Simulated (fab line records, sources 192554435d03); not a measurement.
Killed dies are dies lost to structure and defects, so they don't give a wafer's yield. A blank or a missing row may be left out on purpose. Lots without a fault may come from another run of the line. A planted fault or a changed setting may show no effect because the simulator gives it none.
fab line records | flow n5_finfet | part 2 of 2: steps 17 to 30 of 30
record lots=5 wafers=15 last_day=19
route steps=1938 shown GATE_CUT@498 MOL_CONTACT_COAG@517
lots that met no fault: from a run of the same line without faults
start_h: hours from the record's first day to the start of the lot's first wafer shown | wait_h: hours since the lot's step before | " the same as in the row above | L1.1+2: a row that stands for several wafers | - no value, or no start given | * or withheld: withheld | < > ~ a bound
route shown NAME@n: a module of which the file shows steps, and the number in the route of the first | usual: mean/standard deviation of fault-free wafers | same: alike in all rows | chamber/n: place in a boat | sites: the reading at each site | _std_site: their standard deviation | _edge_site: outer sites' mean less inner sites' | radius_mm: how far each site lies from the wafer's centre | mask NAME#n: copy n | behind: the tool/chamber that last shaped the wafer | hold: why the lot was held/for how many hours/how that ended | device: the transistor (n, p or np) that didn't switch | end of line: the same wafers' tests at the end of the route | a step without rows: its recipe alone | killed: dies lost to structure and defects at the first sort, not the wafer's yield | map: a wafer's dies, x killed, . not, _ none there
set.NAME: the setting as run; set.NAME@STEP: as run at that earlier step | model.NAME: the simulator's own value behind a step, which no gauge read
lots at some steps of the route; a table a step, a row a wafer
services: from which hour (start_h, from the record's first day; less than 0 if before it) a tool's chamber was out of use, for how many hours, and why
## steps
# step N5_GATE_CUT_CMP_61
# recipe stop_on=SiNx t_overpolish_s=3 post_cmp_clean=alkaline_brush down_force_psi=4 platen_rpm=27.09 pad_velocity_m_s=0.539
# usual head_pressure_psi=4.001/0.0086 motor_current_A=13.2/1.8 pad_life_wafers=1373/580 slurry_filter_dp_kPa=13.51/0.15
# columns lot.wafer tool chamber start_h wait_h head_pressure_psi motor_current_A pad_life_wafers slurry_filter_dp_kPa
L077.4 cmp-01 1 106.63 0.4 4.021 13.5 1002 13.46
L077.3 " 3 " " 4.003 11.0 1004 13.62
L077.6 " 1 " " 4.006 13.1 - 13.42
L081.2 cmp-03 0 130.34 0.3 3.994 13.0 1472 13.58
L081.4 " 1 " " 4.005 17.5 1473 13.84
L081.5 " 2 " " 3.992 11.8 - 13.58
L085.1 cmp-03 0 170.35 0.3 4.007 12.8 1753 13.58
L085.4 " 1 " " 3.994 16.7 1754 13.30
L085.5 " 3 " " 4.001 13.6 - 13.56
L086.2 cmp-03 0 172.18 0.4 3.991 12.8 1764 13.46
L086.3 " 2 " " 3.998 12.2 1766 13.76
L086.5 " 1 " " 4.007 16.5 - 13.64
L096.4 cmp-03 3 255.90 0.2 3.995 13.7 2001 13.43
L096.6 " 0 " " 4.004 13.0 - 13.31
L096.5 " 1 " " 4.012 17.7 - 13.37
# step N5_GATE_CUT_INSPECT_26
# recipe inspect_instrument=darkfield mode=post_cmp
# usual raw_defect_count=36/15
# columns lot.wafer tool chamber start_h wait_h raw_defect_count
L077.3 defect_inspect-01 - 106.86 0.0 58
L077.4 " - " " 72
L077.6 " - " " 50
L081.2 defect_inspect-01 - 130.51 0.0 68
L081.4 " - " " 62
L081.5 " - " " 52
L085.1 defect_inspect-02 - 170.55 0.0 36
L085.4 " - " " 21
L085.5 " - " " 23
L086.2 defect_inspect-01 - 172.42 0.0 17
L086.3 " - " " 30
L086.5 " - " " 23
L096.4 defect_inspect-01 - 256.04 0.0 92
L096.5 " - " " 51
L096.6 " - " " 30
# step N5_MOL_CONTACT_COAG_COAT_103
# recipe resist=SOC temp_c=250 time_s=60 spin_rpm=1500 resist_thk_nm=80
# columns lot.wafer tool chamber start_h wait_h
L077.3+4+6 litho_track-02 0 106.89 0.0
L081.2+4+5 litho_track-05 0 130.55 0.0
L085.1+4+5 litho_track-02 0 170.58 0.0
L086.2+3+5 litho_track-03 0 172.45 0.0
L096.4+5+6 litho_track-05 0 256.07 0.0
# step N5_MOL_CONTACT_COAG_COAT_104
# recipe resist=SiARC temp_c=220 time_s=60 spin_rpm=1500 resist_thk_nm=12
# columns lot.wafer tool chamber start_h wait_h
L077.3+4+6 litho_track-02 0 - -
L081.2+4+5 litho_track-05 0 - -
L085.1+4+5 litho_track-02 0 - -
L086.2+3+5 litho_track-03 0 - -
L096.4+5+6 litho_track-05 0 - -
# step N5_MOL_CONTACT_COAG_COAT_58
# recipe resist=underlayer temp_c=205 time_s=60 spin_rpm=1500 resist_thk_nm=10
# columns lot.wafer tool chamber start_h wait_h
L077.3+4+6 litho_track-02 0 - -
L081.2+4+5 litho_track-05 0 - -
L085.1+4+5 litho_track-02 0 - -
L086.2+3+5 litho_track-03 0 - -
L096.4+5+6 litho_track-05 0 - -
# step N5_MOL_CONTACT_COAG_COAT_02
# recipe resist=CAR-EUV spin_rpm=1500 resist_thk_nm=30
# columns lot.wafer tool chamber start_h wait_h
L077.3+4+6 litho_track-02 0 - -
L081.2+4+5 litho_track-05 0 - -
L085.1+4+5 litho_track-02 0 - -
L086.2+3+5 litho_track-03 0 - -
L096.4+5+6 litho_track-05 0 - -
# step N5_MOL_CONTACT_COAG_EBR_04
# recipe solvent=PGMEA ebr_width_mm=1.5
# columns lot.wafer tool chamber start_h wait_h
L077.3+4+6 litho_track-02 0 - -
L081.2+4+5 litho_track-05 0 - -
L085.1+4+5 litho_track-02 0 - -
L086.2+3+5 litho_track-03 0 - -
L096.4+5+6 litho_track-05 0 - -
# step N5_MOL_CONTACT_COAG_SOFTBAKE_03
# recipe temp_c=110 time_s=60 resist=CAR-EUV
# columns lot.wafer tool chamber start_h wait_h
L077.3+4+6 litho_track-02 0 - -
L081.2+4+5 litho_track-05 0 - -
L085.1+4+5 litho_track-02 0 - -
L086.2+3+5 litho_track-03 0 - -
L096.4+5+6 litho_track-05 0 - -
# step N5_MOL_CONTACT_COAG_EXPOSE_05
# recipe mask_id=CA na=0.33 source_shape=annular sigma_inner=0.4 sigma_outer=0.8 polarization=unpolarized defocus_nm=0 dose_mj=38.25
# columns lot.wafer tool chamber start_h wait_h mask
L077.3+4+6 euv_scanner-02 0 107.16 - CA#0
L081.2+4+5 euv_scanner-01 0 130.69 - CA#0
L085.1+4+5 euv_scanner-02 0 170.72 - CA#0
L086.2+3+5 euv_scanner-02 0 172.59 - CA#0
L096.4+5+6 euv_scanner-01 0 256.35 - CA#0
# step N5_MOL_CONTACT_COAG_PEB_06
# recipe peb_temp_c=100 peb_time_s=60 resist=CAR-EUV
# columns lot.wafer tool chamber start_h wait_h
L077.3+4+6 litho_track-02 0 107.21 0.0
L081.2+4+5 litho_track-05 0 130.75 0.0
L085.1+4+5 litho_track-03 0 170.78 0.1
L086.2+3+5 litho_track-03 0 172.65 0.0
L096.4+5+6 litho_track-02 0 256.40 0.0
# step N5_MOL_CONTACT_COAG_DEVELOP_07
# recipe develop_time_s=30 developer=TMAH resist=CAR-EUV rinse_liquid=surfactant_rinse dry=air_spin dev_temp_c=23
# columns lot.wafer tool chamber start_h wait_h
L077.3+4+6 litho_track-02 0 - -
L081.2+4+5 litho_track-05 0 - -
L085.1+4+5 litho_track-03 0 - -
L086.2+3+5 litho_track-03 0 - -
L096.4+5+6 litho_track-02 0 - -
# step N5_MOL_CONTACT_COAG_CD_MEAS_08
# recipe target_cd_nm=28 landing_energy_ev=500 detector=se_inlens polarity=opening
# usual cd_nm=27.98/0.23
# columns lot.wafer tool chamber start_h wait_h cd_nm
L077.3 cd_sem-03 0 107.28 - 27.88
L077.4 " 0 " " 27.72
L077.6 " 0 " " 27.90
L081.2 cd_sem-02 0 130.81 - 28.01
L081.4 " 0 " " 28.25
L081.5 " 0 " " 28.04
L085.1 cd_sem-02 0 170.85 - 28.12
L085.4 " 0 " " 27.54
L085.5 " 0 " " 28.21
L086.2 cd_sem-03 0 172.71 - 27.83
L086.3 " 0 " " 27.75
L086.5 " 0 " " 27.74
L096.4 cd_sem-02 0 256.47 - 28.00
L096.5 " 0 " " 27.71
L096.6 " 0 " " 27.73
# step N5_MOL_CONTACT_COAG_OVL_MEAS_09
# recipe points_per_wafer=522
# usual CA_OVL=0.8/0.75
# same points_per_wafer=522
# columns lot.wafer tool chamber start_h wait_h CA_OVL[nm]
L077.3 overlay-01 0 107.32 0.0 0.8
L077.4 " 0 " " 1.5
L077.6 " 0 " " 0.2
L081.2 overlay-01 0 130.85 0.0 -0.1
L081.4 " 0 " " -0.2
L081.5 " 0 " " 1.1
L085.1 overlay-02 0 170.88 0.0 0.3
L085.4 " 0 " " 0.5
L085.5 " 0 " " 0.7
L086.2 overlay-01 0 172.75 0.0 0.0
L086.3 " 0 " " -0.9
L086.5 " 0 " " -0.2
L096.4 overlay-02 0 256.51 0.0 1.4
L096.5 " 0 " " 0.5
L096.6 " 0 " " 1.5
# step N5_MOL_CONTACT_COAG_INSPECT_10
# recipe mode=adi inspect_instrument=brightfield
# usual raw_defect_count=67/24
# columns lot.wafer tool chamber start_h wait_h raw_defect_count
L077.3 defect_inspect-01 - 107.37 0.0 92
L077.4 " - " " 127
L077.6 " - " " 70
L081.2 defect_inspect-01 - 130.90 0.0 129
L081.4 " - " " 109
L081.5 " - " " 86
L085.1 defect_inspect-02 - 170.94 0.1 57
L085.4 " - " " 39
L085.5 " - " " 44
L086.2 defect_inspect-02 - 172.80 0.0 43
L086.3 " - " " 55
L086.5 " - " " 44
L096.4 defect_inspect-01 - 256.55 0.0 135
L096.5 " - " " 90
L096.6 " - " " 67
## services
# columns tool chamber start_h hours kind
rie_metal-01 1 87.09 16.1 repair
euv_scanner-02 - 89.94 5.8 pm
rie_diel-02 1 107.68 15.5 repair
rie_diel-02 2 107.69 2.9 repair
cmp-01 - 127.61 1.6 repair
wet_bench-01 - 128.42 0.7 repair
euv_scanner-02 - 146.75 18.1 repair
cmp-03 - 146.79 0.3 repair
rie_diel-02 - 151.09 15.6 pm
plasma_asher-01 - 153.10 2.1 repair
cmp-01 - 178.10 2.4 repair
euv_scanner-02 - 178.16 28.1 repair
cmp-03 - 194.05 0.8 repair
euv_scanner-02 - 206.29 4.6 pm
plasma_asher-01 - 216.33 2.8 pm
euv_scanner-02 - 219.95 1.0 pm
cmp-03 - 221.66 29.9 repair
euv_scanner-02 - 227.47 2.0 repair
cmp-01 - 232.38 5.4 pm
rie_diel-02 - 241.35 2.8 pm
cmp-01 - 243.19 4.5 pm
rie_diel-02 3 250.98 4.4 repair
rie_diel-03 3 251.86 6.5 repair
rie_metal-02 - 254.09 14.6 pm
